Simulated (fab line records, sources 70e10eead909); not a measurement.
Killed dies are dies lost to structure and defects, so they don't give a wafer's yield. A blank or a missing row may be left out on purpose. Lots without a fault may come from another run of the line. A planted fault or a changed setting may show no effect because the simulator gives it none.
fab line records | flow nand_harc
record lots=5 wafers=15 last_day=33
route steps=1302 shown A_STAIRCASE@837
lots that met no fault: from a run of the same line without faults
start_h: hours from the record's first day to the start of the lot's first wafer shown | wait_h: hours since the lot's step before | " the same as in the row above | L1.1+2: a row that stands for several wafers | - no value, or no start given | * or withheld: withheld | < > ~ a bound
route shown NAME@n: a module of which the file shows steps, and the number in the route of the first | usual: mean/standard deviation of fault-free wafers | same: alike in all rows | chamber/n: place in a boat | sites: the reading at each site | _std_site: their standard deviation | _edge_site: outer sites' mean less inner sites' | radius_mm: how far each site lies from the wafer's centre | mask NAME#n: copy n | behind: the tool/chamber that last shaped the wafer | hold: why the lot was held/for how many hours/how that ended | device: the transistor (n, p or np) that didn't switch | end of line: the same wafers' tests at the end of the route | a step without rows: its recipe alone | killed: dies lost to structure and defects at the first sort, not the wafer's yield | map: a wafer's dies, x killed, . not, _ none there
set.NAME: the setting as run; set.NAME@STEP: as run at that earlier step | model.NAME: the simulator's own value behind a step, which no gauge read
lots at some steps of the route; a table a step, a row a wafer
services: from which hour (start_h, from the record's first day; less than 0 if before it) a tool's chamber was out of use, for how many hours, and why
## steps
# step NHARC_A_STAIRCASE_STRIP_317
# recipe time_s=900 temp_c=130 chemistry=SPM
# usual bath_heat_duty_pct=14.7/1.2
# columns lot.wafer tool chamber start_h wait_h bath_heat_duty_pct
L074.2 wet_bench-05 0 380.37 - 14.5
L074.4 " 4 " " 14.3
L074.6 " 5 " " 16.0
L076.5 wet_bench-05 5 406.00 - 14.9
L076.6 " 6 " " 15.2
L076.2 " 7 " " 12.3
L089.3 wet_bench-03 6 548.15 - 15.9
L089.5 " 0 " " 12.1
L089.2 " 2 " " 16.4
L091.4 wet_bench-05 6 570.32 - 15.3
L091.1 " 0 " " 15.2
L091.3 " 1 " " 14.4
L096.2 wet_bench-05 3 609.46 - 15.0
L096.1 " 4 " " 16.8
L096.5 " 0 " " 13.5
# step NHARC_A_STAIRCASE_PRECLEAN_318
# recipe time_s=* temp_c=50 bath_age_min=0 chemistry=SC1
# usual bath_heat_duty_pct=7.0/0.69
# same bath_age_min=0
# columns lot.wafer tool chamber start_h wait_h bath_heat_duty_pct
L074.2 wet_bench-05 0 - - 7.3
L074.4 " 4 " " 7.0
L074.6 " 5 " " 7.2
L076.5 wet_bench-05 5 - - 6.5
L076.6 " 6 " " 7.3
L076.2 " 7 " " 5.3
L089.3 wet_bench-03 6 - - 6.7
L089.5 " 0 " " 6.8
L089.2 " 2 " " 6.9
L091.4 wet_bench-05 6 - - 6.7
L091.1 " 0 " " 6.2
L091.3 " 1 " " 6.2
L096.2 wet_bench-05 3 - - 6.5
L096.1 " 4 " " 6.5
L096.5 " 0 " " 6.7
# step NHARC_A_STAIRCASE_SRD_329
# columns lot.wafer tool chamber start_h wait_h
L074.2+4+6 wet_bench-05 0,4,5 - -
L076.5+6+2 wet_bench-05 5,6,7 - -
L089.3+5+2 wet_bench-03 6,0,2 - -
L091.4+1+3 wet_bench-05 6,0,1 - -
L096.2+1+5 wet_bench-05 3,4,0 - -
# step NHARC_A_STAIRCASE_ALD_415
# recipe target_thk_a=300 pulse_time_s=6 ald_cycles=300 temp_c=300 material=SiO2
# usual heater_power_w=494/46 precursor_pulse_height_rel=1.000/0.02
# columns lot.wafer tool chamber start_h wait_h heater_power_w precursor_pulse_height_rel
L074.4 ald_hk-03 2 381.35 0.5 517 0.985
L074.2 " 3 " " 478 1.037
L074.6 " 1 " " 485 0.987
L076.2 ald_hk-03 3 407.20 0.8 467 1.002
L076.5 " 0 " " 472 1.017
L076.6 " 1 " " 475 1.010
L089.2 ald_hk-01 1 548.71 0.1 579 0.987
L089.3 " 2 " " 556 0.980
L089.5 " 2 " " 570 1.023
L091.1 ald_hk-04 2 570.85 0.1 502 0.998
L091.4 " 0 " " 418 1.011
L091.3 " 1 " " 513 0.987
L096.1 ald_hk-01 1 610.21 0.3 589 0.991
L096.2 " 2 " " 567 0.979
L096.5 " 1 " " 566 0.999
# step NHARC_A_STAIRCASE_ETCHBACK_416
# recipe target_depth_a=360 time_s=7.2 c4f8_flow_sccm=withheld o2_flow_sccm=8 ar_flow_sccm=withheld rf_w=600 bias_w=800 chemistry=C4F8/O2/Ar
# usual bias_w=800.0/2.2 oes_product_au=0.929/0.017 rf_fwd_power_W=586.2/2.7 rf_vpp_V=725/4.8
# columns lot.wafer tool chamber start_h wait_h bias_w oes_product_au rf_fwd_power_W rf_hours_counter_h rf_vpp_V
L074.2 rie_diel-04 1 - - 799.1 0.944 582.9 5 719
L074.4 " 2 " " 797.1 0.941 587.7 7 720
L074.6 " 0 " " 801.8 0.919 583.1 - 725
L076.2 rie_diel-04 0 - - 801.9 0.907 585.3 13 724
L076.6 " 3 " " 798.7 0.914 583.0 - 729
L076.5 " 0 " " 799.3 0.920 585.9 - 724
L089.3 rie_diel-04 1 - - 800.6 0.938 585.2 1 719
L089.2 " 0 " " 797.5 0.919 586.4 1 724
L089.5 " 1 " " 799.7 0.925 583.9 - 718
L091.4 rie_diel-13 3 - - 795.2 0.925 583.0 19 729
L091.1 " 0 " " 795.2 0.933 586.0 15 729
L091.3 " 1 " " 801.2 0.911 587.3 16 729
L096.2 rie_diel-13 3 - - 798.2 0.940 587.3 33 730
L096.1 " 0 " " 800.1 0.930 582.3 28 727
L096.5 " 2 " " 797.4 0.925 590.8 - 718
# step NHARC_A_STAIRCASE_STRIP_476
# recipe time_s=20 o2_flow_sccm=500 ar_flow_sccm=0 bias_w=0 chemistry=O2
# usual drypump_motor_current_A=5.9/0.41 oes_product_au=0.998/0.012 rf_vpp_V=58.0/0.96 showerhead_plenum_p_Torr=3.58/0.16 throttle_valve_pct=17.036/0.0089
# same bias_w=0
# columns lot.wafer tool chamber start_h wait_h drypump_motor_current_A oes_product_au rf_hours_counter_h rf_vpp_V showerhead_plenum_p_Torr throttle_valve_pct
L074.4 rie_diel-04 0 383.24 0.1 5.5 0.999 4 57.9 3.56 17.040
L074.2 " 2 " " 5.6 0.994 7 58.1 3.42 17.047
L074.6 " 1 " " 6.1 1.008 - 59.0 3.39 17.045
L076.2 rie_diel-04 2 408.68 0.1 5.6 1.009 15 56.3 3.42 17.038
L076.6 " 3 " " 6.2 0.996 - 59.3 3.77 17.045
L076.5 " 0 " " 5.5 0.984 - 57.2 3.56 17.027
L089.3 rie_diel-04 0 550.88 0.1 5.5 1.013 1 58.7 3.53 17.036
L089.2 " 1 " " 6.1 1.018 1 59.1 3.36 17.056
L089.5 " 0 " " 5.5 1.011 - 56.6 3.53 17.025
L091.4 rie_diel-13 1 573.02 0.1 6.5 0.994 16 58.0 3.77 17.024
L091.3 " 2 " " 5.4 0.974 22 57.5 3.36 17.043
L091.1 " 3 " " 5.9 0.989 19 58.7 3.76 17.034
L096.2 rie_diel-13 2 612.21 0.1 5.4 0.988 34 57.6 3.36 17.025
L096.1 " 1 " " 6.5 0.998 28 59.3 3.76 17.043
L096.5 " 2 " " 5.4 0.993 - 55.9 3.36 17.031
# step NHARC_A_STAIRCASE_DEP_417
# recipe target_thk_a=600 step_coverage_pct=20 temp_c=400 target_thk_nm=60 flow_sccm=200 rf_w=450 material=Si3N4
# usual heater_power_w=702/97 rf_fwd_power_W=449.2/1.5
# columns lot.wafer tool chamber start_h wait_h heater_power_w rf_fwd_power_W
L074.2 pecvd-04 2 383.33 - 718 449.6
L074.4 " 2 " " 717 451.2
L074.6 " 1 " " 585 450.1
L076.2 pecvd-01 1 408.76 - 819 449.8
L076.5 " 1 " " 846 449.7
L076.6 " 0 " " 861 451.3
L089.2 pecvd-02 2 551.02 - 636 448.2
L089.3 " 0 " " 860 449.8
L089.5 " 2 " " 656 449.0
L091.3 pecvd-01 0 573.11 - 769 449.8
L091.1 " 1 " " 786 445.5
L091.4 " 0 " " 775 448.1
L096.2 pecvd-02 1 612.30 - 783 451.2
L096.1 " 0 " " 880 449.4
L096.5 " 0 " " 881 448.2
# step NHARC_A_STAIRCASE_WET_418
# recipe temp_c=160 target_depth_a=200 chemistry=H3PO4
# usual bath_heat_duty_pct=25.6/1.6
# columns lot.wafer tool chamber start_h wait_h bath_heat_duty_pct
L074.2 wet_h3po4-01 0 385.33 - 26.3
L074.4 " 0 " " 26.1
L074.6 " 0 " " 28.2
L076.2 wet_h3po4-01 0 410.76 - 26.1
L076.5 " 0 " " 24.7
L076.6 " 0 " " 26.2
L089.2 wet_h3po4-02 1 552.97 - 23.7
L089.3 " 1 " " 25.1
L089.5 " 1 " " 24.3
L091.1 wet_h3po4-02 1 575.11 - 25.4
L091.3 " 1 " " 23.4
L091.4 " 1 " " 22.8
L096.1 wet_h3po4-01 1 614.30 - 24.6
L096.2 " 1 " " 24.5
L096.5 " 1 " " 24.2
# step NHARC_A_STAIRCASE_PRECLEAN_419
# recipe time_s=* temp_c=50 bath_age_min=0 chemistry=SC1
# usual bath_heat_duty_pct=7.0/0.71
# same bath_age_min=0
# columns lot.wafer tool chamber start_h wait_h bath_heat_duty_pct
L074.6 wet_bench-07 1 385.91 0.0 6.4
L074.2 " 2 " " 8.5
L074.4 " 4 " " 7.7
L076.6 wet_bench-05 1 411.33 0.0 7.6
L076.2 " 2 " " 7.8
L076.5 " 6 " " 6.8
L089.2 wet_bench-05 7 553.55 0.0 5.9
L089.5 " 0 " " 6.5
L089.3 " 1 " " 7.1
L091.1 wet_bench-03 1 575.68 0.0 7.7
L091.3 " 3 " " 6.5
L091.4 " 6 " " 7.9
L096.1 wet_bench-03 2 614.87 0.0 8.0
L096.2 " 4 " " 5.9
L096.5 " 5 " " 7.2
# step NHARC_A_STAIRCASE_SRD_421
# columns lot.wafer tool chamber start_h wait_h
L074.6+2+4 wet_bench-07 1,2,4 - -
L076.6+2+5 wet_bench-05 1,2,6 - -
L089.2+5+3 wet_bench-05 7,0,1 - -
L091.1+3+4 wet_bench-03 1,3,6 - -
L096.1+2+5 wet_bench-03 2,4,5 - -
# step NHARC_A_STAIRCASE_ALD_420
# recipe target_thk_a=200 pulse_time_s=6 ald_cycles=200 temp_c=300 material=SiO2
# usual heater_power_w=488/38 precursor_pulse_height_rel=1.000/0.021
# columns lot.wafer tool chamber start_h wait_h heater_power_w precursor_pulse_height_rel
L074.2 ald_hk-03 2 386.04 - 520 0.977
L074.4 " 1 " " 491 1.004
L074.6 " 2 " " 518 1.011
L076.2 ald_hk-01 3 411.96 - 455 0.995
L076.6 " 0 " " 479 0.958
L076.5 " 1 " " 561 0.990
L089.2 ald_hk-04 0 554.01 - 415 1.011
L089.3 " 1 " " 508 1.020
L089.5 " 3 " " 466 0.987
L091.4 ald_hk-04 1 575.83 - 507 1.040
L091.1 " 3 " " 467 1.047
L091.3 " 0 " " 414 0.974
L096.1 ald_hk-03 3 615.17 - 462 1.023
L096.2 " 1 " " 528 0.975
L096.5 " 3 " " 457 1.000
# step NHARC_A_STAIRCASE_CVD_552
# recipe target_thk_a=400 temp_c=700 pressure_mtorr=300 material=SiNx
# columns lot.wafer tool chamber start_h wait_h
L074.2+4+6 lpcvd-01 1 - -
L076.2+5+6 lpcvd-01 0 - -
L089.2+3+5 lpcvd-02 0 - -
L091.1+3+4 lpcvd-02 1 - -
L096.1+2+5 lpcvd-02 1 - -
# step NHARC_A_STAIRCASE_DEP_151
# recipe target_thk_a=72000 temp_c=400 target_thk_nm=7200 teos_flow_sccm=200 rf_w=500 material=SiO2
# usual heater_power_w=621/95 rf_fwd_power_W=499.8/1.6
# columns lot.wafer tool chamber start_h wait_h heater_power_w rf_fwd_power_W
L074.2 pecvd-02 2 395.52 0.4 572 499.2
L074.6 " 2 " " 528 499.8
L074.4 " 0 " " 674 502.8
L076.2 pecvd-01 1 419.74 0.4 766 497.6
L076.5 " 1 " " 637 498.2
L076.6 " 0 " " 665 500.2
L089.2 pecvd-02 2 562.01 0.5 564 498.8
L089.3 " 0 " " 722 499.0
L089.5 " 0 " " 685 501.0
L091.3 pecvd-01 2 583.93 0.4 690 502.1
L091.1 " 0 " " 814 499.0
L091.4 " 1 " " 639 500.3
L096.2 pecvd-04 1 623.05 0.4 565 500.6
L096.1 " 2 " " 602 499.6
L096.5 " 1 " " 457 501.1
# step NHARC_A_STAIRCASE_ANNEAL_320
# recipe temp_c=750 time_s=1800
# columns lot.wafer tool chamber start_h wait_h
L074.2+4+6 furnace-06 0 402.03 -
L076.2+5+6 furnace-05 0 427.84 -
L089.2+3+5 furnace-08 0 573.22 -
L091.1+3+4 furnace-05 0 587.88 -
L096.1+2+5 furnace-05 0 627.16 -
# step NHARC_A_STAIRCASE_DEP_322
# recipe target_thk_a=72000 temp_c=400 target_thk_nm=7200 teos_flow_sccm=200 rf_w=500 material=SiO2
# usual heater_power_w=634/95 rf_fwd_power_W=499.6/1.6
# columns lot.wafer tool chamber start_h wait_h heater_power_w rf_fwd_power_W
L074.2 pecvd-02 1 405.51 0.2 609 501.1
L074.6 " 0 " " 663 499.7
L074.4 " 2 " " 524 500.2
L076.2 pecvd-04 1 431.42 0.3 543 500.2
L076.6 " 0 " " 533 501.5
L076.5 " 1 " " 459 498.4
L089.2 pecvd-01 2 576.64 0.1 724 501.0
L089.3 " 1 " " 780 499.8
L089.5 " 2 " " 631 501.7
L091.1 pecvd-01 1 591.37 0.2 758 498.5
L091.3 " 2 " " 763 501.7
L091.4 " 2 " " 650 501.3
L096.1 pecvd-02 1 630.49 0.1 740 501.7
L096.2 " 2 " " 592 500.8
L096.5 " 1 " " 595 501.5
# step NHARC_A_STAIRCASE_ANNEAL_323
# recipe temp_c=750 time_s=1800
# columns lot.wafer tool chamber start_h wait_h
L074.2+4+6 furnace-05 0 410.20 -
L076.2+5+6 furnace-08 0 437.42 -
L089.2+3+5 furnace-06 0 581.42 -
L091.1+3+4 furnace-08 0 596.15 -
L096.1+2+5 furnace-05 0 634.45 -
# step NHARC_A_STAIRCASE_DEP_325
# recipe target_thk_a=72000 temp_c=400 target_thk_nm=7200 teos_flow_sccm=200 rf_w=500 material=SiO2
# usual heater_power_w=634/94 rf_fwd_power_W=499.6/1.4
# columns lot.wafer tool chamber start_h wait_h heater_power_w rf_fwd_power_W
L074.2 pecvd-04 0 413.76 0.3 595 498.7
L074.4 " 1 " " 471 500.6
L074.6 " 2 " " 566 497.5
L076.2 pecvd-02 0 440.87 0.1 762 500.1
L076.5 " 1 " " 619 499.1
L076.6 " 2 " " 509 500.1
L089.2 pecvd-02 2 584.81 0.1 618 500.5
L089.3 " 0 " " 798 497.6
L089.5 " 2 " " 493 500.7
L091.1 pecvd-01 1 599.62 0.2 800 499.1
L091.3 " 2 " " 808 500.6
L091.4 " 2 " " 641 499.7
L096.1 pecvd-01 0 637.82 0.1 744 498.4
L096.2 " 2 " " 697 500.0
L096.5 " 2 " " 647 499.7
# step NHARC_A_STAIRCASE_ANNEAL_326
# recipe temp_c=750 time_s=1800
# columns lot.wafer tool chamber start_h wait_h
L074.2+4+6 furnace-05 0 417.52 -
L076.2+5+6 furnace-08 0 444.88 -
L089.2+3+5 furnace-06 0 589.26 -
L091.1+3+4 furnace-06 0 606.94 -
L096.1+2+5 furnace-06 0 643.21 -
# step NHARC_A_STAIRCASE_DEHYDRATE_433
# recipe temp_c=150 time_s=120
# columns lot.wafer tool chamber start_h wait_h
L074.2+4+6 litho_track-03 0 420.88 0.1
L076.2+5+6 litho_track-07 0 448.30 0.1
L089.2+3+5 litho_track-05 0 592.64 0.1
L091.1+3+4 litho_track-03 0 610.34 0.1
L096.1+2+5 litho_track-05 0 646.60 0.1
# step NHARC_A_STAIRCASE_HMDS_434
# recipe time_s=30
# columns lot.wafer tool chamber start_h wait_h
L074.2+4+6 litho_track-03 0 - -
L076.2+5+6 litho_track-07 0 - -
L089.2+3+5 litho_track-05 0 - -
L091.1+3+4 litho_track-03 0 - -
L096.1+2+5 litho_track-05 0 - -
# step NHARC_A_STAIRCASE_COAT_435
# recipe spin_rpm=1200
# columns lot.wafer tool chamber start_h wait_h
L074.2+4+6 litho_track-03 0 - -
L076.2+5+6 litho_track-07 0 - -
L089.2+3+5 litho_track-05 0 - -
L091.1+3+4 litho_track-03 0 - -
L096.1+2+5 litho_track-05 0 - -
# step NHARC_A_STAIRCASE_SOFTBAKE_436
# recipe temp_c=135 time_s=170
# columns lot.wafer tool chamber start_h wait_h
L074.2+4+6 litho_track-03 0 - -
L076.2+5+6 litho_track-07 0 - -
L089.2+3+5 litho_track-05 0 - -
L091.1+3+4 litho_track-03 0 - -
L096.1+2+5 litho_track-05 0 - -
# step NHARC_A_STAIRCASE_EBR_437
# columns lot.wafer tool chamber start_h wait_h
L074.2+4+6 litho_track-03 0 - -
L076.2+5+6 litho_track-07 0 - -
L089.2+3+5 litho_track-05 0 - -
L091.1+3+4 litho_track-03 0 - -
L096.1+2+5 litho_track-05 0 - -
# step NHARC_A_STAIRCASE_EXPOSE_438
# recipe na=0.5 dose_mj=28.97 mask_id=STAIR_REV
# columns lot.wafer tool chamber start_h wait_h mask
L074.2+4+6 krf_scanner-04 0 421.10 - STAIR_REV#0
L076.2+5+6 krf_scanner-04 0 448.52 - STAIR_REV#0
L089.2+3+5 krf_scanner-01 0 592.98 - STAIR_REV#0
L091.1+3+4 krf_scanner-01 0 610.55 - STAIR_REV#0
L096.1+2+5 krf_scanner-02 0 646.93 - STAIR_REV#0
# step NHARC_A_STAIRCASE_PEB_439
# recipe peb_temp_c=115 peb_time_s=130
# columns lot.wafer tool chamber start_h wait_h
L074.2+4+6 litho_track-03 0 421.16 0.1
L076.2+5+6 litho_track-05 0 448.58 0.1
L089.2+3+5 litho_track-07 0 593.04 0.1
L091.1+3+4 litho_track-03 0 610.61 0.1
L096.1+2+5 litho_track-05 0 647.00 0.1
# step NHARC_A_STAIRCASE_DEVELOP_440
# recipe time_s=140
# columns lot.wafer tool chamber start_h wait_h
L074.2+4+6 litho_track-03 0 - -
L076.2+5+6 litho_track-05 0 - -
L089.2+3+5 litho_track-07 0 - -
L091.1+3+4 litho_track-03 0 - -
L096.1+2+5 litho_track-05 0 - -
# step NHARC_A_STAIRCASE_HARDBAKE_442
# recipe temp_c=120 time_s=140
# columns lot.wafer tool chamber start_h wait_h
L074.2+4+6 litho_track-05 0 421.38 -
L076.2+5+6 litho_track-07 0 448.80 -
L089.2+3+5 litho_track-05 0 593.26 -
L091.1+3+4 litho_track-07 0 610.83 -
L096.1+2+5 litho_track-03 0 647.22 -
# step NHARC_A_STAIRCASE_DESCUM_443
# recipe time_s=3 o2_flow_sccm=200 ar_flow_sccm=0 bias_power_w=0 chemistry=O2
# usual drypump_motor_current_A=5.8/0.43 oes_product_au=1.001/0.012 rf_vpp_V=57.9/0.87 showerhead_plenum_p_Torr=1.95/0.09 throttle_valve_pct=11.311/0.0089
# columns lot.wafer tool chamber start_h wait_h drypump_motor_current_A oes_product_au rf_hours_counter_h rf_vpp_V showerhead_plenum_p_Torr throttle_valve_pct
L074.4 rie_diel-04 1 421.47 - 6.1 1.016 18 56.8 1.83 11.314
L074.2 " 2 " " 5.6 1.020 19 58.6 1.85 11.307
L074.6 " 1 " " 6.1 1.015 - 57.7 1.83 11.312
L076.2 rie_diel-13 0 448.90 - 5.9 1.002 28 58.8 2.03 11.326
L076.6 " 2 " " 5.4 0.986 - 58.2 1.83 11.309
L076.5 " 3 " " 5.9 1.007 - 57.8 2.07 11.311
L089.2 rie_diel-13 2 593.37 - 5.4 0.980 28 57.8 1.82 11.323
L089.3 " 3 " " 5.8 1.013 25 58.2 2.05 11.313
L089.5 " 1 " " 6.5 0.981 - 60.1 2.05 11.314
L091.1 rie_diel-01 3 610.93 - 5.3 1.012 16 58.9 1.92 11.307
L091.4 " 0 " " 5.1 0.982 13 58.7 2.02 11.299
L091.3 " 1 " " 5.7 1.002 16 56.6 1.94 11.317
L096.1 rie_diel-01 3 647.32 - 5.3 0.990 29 58.2 1.92 11.319
L096.2 " 1 " " 5.7 0.990 27 58.7 1.94 11.314
L096.5 " 3 " " 5.3 0.988 - 58.9 1.92 11.324
# step NHARC_A_STAIRCASE_ETCH_444
# recipe target_depth_a=2.04e+05 time_s=6800 c4f8_flow_sccm=20 o2_flow_sccm=10 ar_flow_sccm=withheld rf_w=600 bias_w=1000 chemistry=C4F8/O2
# usual bias_w=1000/3 oes_product_au=0.938/0.021 rf_fwd_power_W=600.0/1.8 rf_vpp_V=808/5.2
# columns lot.wafer tool chamber start_h wait_h bias_w oes_product_au rf_fwd_power_W rf_hours_counter_h rf_vpp_V
L074.4 rie_diel-04 3 422.52 1.0 997 0.930 599.5 19 814
L074.2 " 0 " " 1004 0.919 600.0 19 808
L074.6 " 1 " " 1003 0.937 600.9 - 801
L076.2 rie_diel-13 3 448.97 0.1 994 0.925 598.2 34 816
L076.5 " 3 450.86 1.9 992 0.923 599.0 - 815
L076.6 " 0 " " 1002 0.935 599.8 - 814
L089.3 rie_diel-13 0 593.90 0.5 997 0.971 601.4 22 812
L089.2 " 2 " " 998 0.964 600.2 29 800
L089.5 " 3 " " 1000 0.988 601.0 - 815
L091.4 rie_diel-01 2 611.48 0.5 1001 0.962 602.4 20 804
L091.3 " 3 " " 1002 0.965 597.2 17 808
L091.1 " 0 " " 997 0.960 601.5 14 813
L096.1 rie_diel-01 1 647.41 0.1 1002 0.931 601.3 28 809
L096.2 " 2 " " 1002 0.945 600.2 34 804
L096.5 " 2 649.94 2.6 998 0.947 602.6 - 802
# step NHARC_A_STAIRCASE_STRIP_446
# recipe power_w=1500 temp_c=250 chemistry=O2
# usual drypump_motor_current_A=5.8/0.54 heater_power_w=343/28
# columns lot.wafer tool chamber start_h wait_h drypump_motor_current_A heater_power_w rf_hours_counter_h
L074.2 plasma_asher-01 1 426.01 0.1 6.6 373 14
L074.4 " 0 " " 5.8 345 -
L074.6 " 0 " " 5.8 343 -
L076.2 plasma_asher-02 1 453.40 0.1 5.1 374 5
L076.5 " 0 " " 5.6 299 -
L076.6 " 1 " " 5.1 356 -
L089.2 plasma_asher-01 0 597.76 0.0 5.8 333 15
L089.3 " 0 " " 5.8 334 -
L089.5 " 1 " " 6.5 379 -
L091.1 plasma_asher-01 0 615.42 0.1 5.8 341 18
L091.3 " 1 " " 6.6 371 -
L091.4 " 0 " " 5.8 327 -
L096.1 plasma_asher-01 1 652.76 0.0 6.6 367 28
L096.2 " 0 " " 5.8 333 28
L096.5 " 1 " " 6.6 368 -
# step NHARC_A_STAIRCASE_STRIP_447
# recipe time_s=900 temp_c=130 chemistry=SPM
# usual bath_heat_duty_pct=14.5/1.3
# columns lot.wafer tool chamber start_h wait_h bath_heat_duty_pct
L074.4 wet_bench-03 6 426.32 0.2 15.0
L074.2 " 7 " " 14.7
L074.6 " 0 " " 13.6
L076.5 wet_bench-07 3 453.70 0.1 16.0
L076.6 " 4 " " 14.4
L076.2 " 0 " " 14.9
L089.5 wet_bench-03 3 598.11 0.1 15.7
L089.3 " 6 " " 16.2
L089.2 " 0 " " 13.4
L091.4 wet_bench-03 0 615.72 0.2 12.9
L091.1 " 2 " " 16.1
L091.3 " 5 " " 14.5
L096.1 wet_bench-03 1 653.11 0.3 13.7
L096.5 " 3 " " 15.5
L096.2 " 4 " " 12.0
# step NHARC_A_STAIRCASE_PRECLEAN_448
# recipe time_s=* temp_c=50 bath_age_min=0 chemistry=SC1
# usual bath_heat_duty_pct=7.0/0.7
# same bath_age_min=0
# columns lot.wafer tool chamber start_h wait_h bath_heat_duty_pct
L074.4 wet_bench-03 6 - - 7.1
L074.2 " 7 " " 7.6
L074.6 " 0 " " 5.9
L076.5 wet_bench-07 3 - - 8.2
L076.6 " 4 " " 6.0
L076.2 " 0 " " 6.6
L089.5 wet_bench-03 3 - - 8.2
L089.3 " 6 " " 7.0
L089.2 " 0 " " 6.4
L091.4 wet_bench-03 0 - - 5.6
L091.1 " 2 " " 6.8
L091.3 " 5 " " 7.2
L096.1 wet_bench-03 1 - - 7.1
L096.5 " 3 " " 8.1
L096.2 " 4 " " 6.5
# step NHARC_A_STAIRCASE_SRD_449
# columns lot.wafer tool chamber start_h wait_h
L074.4+2+6 wet_bench-03 6,7,0 - -
L076.5+6+2 wet_bench-07 3,4,0 - -
L089.5+3+2 wet_bench-03 3,6,0 - -
L091.4+1+3 wet_bench-03 0,2,5 - -
L096.1+5+2 wet_bench-03 1,3,4 - -
# step NHARC_A_STAIRCASE_CMP_450
# recipe target_thk_nm=200 material=SiO2
# usual motor_current_A=12.1/1
# columns lot.wafer tool chamber start_h wait_h motor_current_A
L074.4 cmp-02 2 426.79 - 10.8
L074.2 " 3 " " 10.5
L074.6 " 1 " " 12.1
L076.2 cmp-01 1 454.16 - 11.2
L076.5 " 1 " " 11.0
L076.6 " 2 " " 12.5
L089.3 cmp-01 1 598.57 - 11.2
L089.2 " 3 " " 12.3
L089.5 " 1 " " 11.4
L091.1 cmp-02 1 616.17 - 12.2
L091.3 " 2 " " 10.8
L091.4 " 0 " " 14.0
L096.2 cmp-02 2 653.60 - 11.1
L096.1 " 3 " " 10.5
L096.5 " 2 " " 10.7
# step NHARC_A_STAIRCASE_CMP_152
# usual motor_current_A=12.2/1.1
# columns lot.wafer tool chamber start_h wait_h motor_current_A
L074.4 cmp-02 2 426.87 0.1 11.4
L074.2 " 3 " " 10.7
L074.6 " 1 " " 11.7
L076.2 cmp-01 1 454.23 0.1 11.8
L076.5 " 1 " " 11.6
L076.6 " 2 " " 12.2
L089.3 cmp-01 1 598.65 0.1 11.3
L089.2 " 3 " " 12.7
L089.5 " 1 " " 10.9
L091.1 cmp-02 1 616.25 0.1 12.2
L091.3 " 2 " " 10.6
L091.4 " 0 " " 14.6
L096.2 cmp-02 2 653.68 0.1 10.4
L096.1 " 3 " " 10.3
L096.5 " 2 " " 10.9
# step NHARC_A_STAIRCASE_SRD_154
# columns lot.wafer tool chamber start_h wait_h
L074.4+2+6 wet_bench-05 2,3,4 427.13 0.0
L076.5+6+2 wet_bench-03 2,3,4 454.53 0.0
L089.3+2+5 wet_bench-07 7,0,3 598.92 0.0
L091.4+3+1 wet_bench-07 6,7,1 616.54 0.0
L096.5+2+1 wet_bench-03 3,4,7 653.95 0.0
# step NHARC_A_STAIRCASE_ETCH_403
# recipe target_depth_a=1082 chemistry=dHF material=SiO2
# columns lot.wafer tool chamber start_h wait_h
L074.4+2+6 wet_bench-05 2,3,4 427.16 0.0
L076.5+6+2 wet_bench-03 2,3,4 454.55 0.0
L089.3+2+5 wet_bench-07 7,0,3 598.95 0.0
L091.4+3+1 wet_bench-07 6,7,1 616.56 0.0
L096.5+2+1 wet_bench-03 3,4,7 653.98 0.0
# step NHARC_A_STAIRCASE_ETCHBACK_422
# recipe target_depth_a=400 over_etch_frac=0.3 time_s=74.286 ion_energy_ev=120 ch3f_flow_sccm=50 o2_flow_sccm=30 ar_flow_sccm=200 rf_w=500 bias_w=100 chemistry=CH3F/O2
# usual bias_w=100.0/0.32 drypump_motor_current_A=5.8/0.46 oes_product_au=0.95/0.032 rf_fwd_power_W=496.1/2 rf_vpp_V=244.8/1.7 showerhead_plenum_p_Torr=2.50/0.11 throttle_valve_pct=20.662/0.0083
# columns lot.wafer tool chamber start_h wait_h bias_w drypump_motor_current_A oes_product_au rf_fwd_power_W rf_hours_counter_h rf_vpp_V showerhead_plenum_p_Torr throttle_valve_pct
L074.4 rie_diel-04 0 427.31 0.1 100.3 5.5 0.97 497.2 20 244.2 2.48 20.667
L074.2 " 3 " " 99.6 6.1 0.99 490.6 21 247.3 2.63 20.655
L074.6 " 1 " " 100.6 6.1 1.00 497.1 - 241.0 2.35 20.670
L076.2 rie_diel-04 1 454.70 0.1 100.1 6.2 0.93 495.8 28 242.1 2.35 20.667
L076.5 " 0 " " 100.1 5.5 0.90 494.6 - 245.5 2.48 20.654
L076.6 " 1 " " 100.3 6.1 0.93 493.5 - 243.9 2.35 20.680
L089.3 rie_diel-13 1 599.11 0.2 99.8 6.5 0.99 495.6 24 246.7 2.63 20.677
L089.2 " 3 " " 99.9 5.8 1.01 497.5 30 247.0 2.62 20.660
L089.5 " 1 " " 100.2 6.5 0.98 498.6 - 246.3 2.63 20.647
L091.1 rie_diel-04 1 616.71 0.1 100.2 6.1 0.92 495.2 18 242.3 2.33 20.677
L091.3 " 3 " " 100.2 6.2 0.92 494.5 24 245.0 2.61 20.662
L091.4 " 0 " " 100.0 5.5 0.93 492.4 23 243.5 2.45 20.642
L096.2 rie_diel-01 2 654.14 0.2 100.2 6.5 1.00 496.2 38 241.6 2.38 20.665
L096.1 " 0 " " 100.3 5.1 0.92 493.8 24 246.1 2.58 20.650
L096.5 " 2 " " 100.1 6.6 1.02 498.2 - 244.1 2.38 20.668
# step NHARC_A_STAIRCASE_ETCH_423
# recipe target_depth_a=300 chemistry=dHF material=SiO2
# columns lot.wafer tool chamber start_h wait_h
L074.2+4+6 wet_bench-07 7,0,1 427.47 0.1
L076.2+5+6 wet_bench-05 4,6,0 454.85 0.1
L089.2+5+3 wet_bench-05 7,0,2 599.26 0.1
L091.3+4+1 wet_bench-07 7,0,3 616.87 0.1
L096.2+5+1 wet_bench-07 3,5,7 654.33 0.2
## services
# columns tool chamber start_h hours kind
pecvd-01 1 369.20 8.6 repair
wet_bench-03 - 386.47 8.0 pm
pecvd-02 - 408.00 13.0 pm
litho_track-07 - 426.00 7.0 pm
wet_bench-05 - 436.80 8.0 pm
rie_diel-04 - 448.83 3.5 repair
litho_track-03 - 450.00 7.0 pm
litho_track-05 - 474.01 7.0 pm
rie_diel-04 3 482.35 7.4 repair
rie_diel-04 3 500.76 14.2 repair
rie_diel-04 2 501.11 10.8 repair
wet_bench-07 - 512.06 8.0 pm
rie_diel-13 - 519.07 9.0 pm
rie_diel-04 3 523.59 6.3 repair
rie_diel-04 - 533.65 9.0 pm
rie_diel-13 3 543.83 9.8 repair
wet_bench-03 - 562.47 8.0 pm
litho_track-07 - 601.00 7.0 pm
rie_diel-04 1 610.10 5.0 repair
wet_bench-05 - 612.80 8.0 pm
rie_diel-13 2 615.96 3.5 repair
litho_track-03 - 625.00 7.0 pm
wet_bench-07 - 638.78 2.9 repair
litho_track-05 - 649.01 7.0 pm
## key
fault none
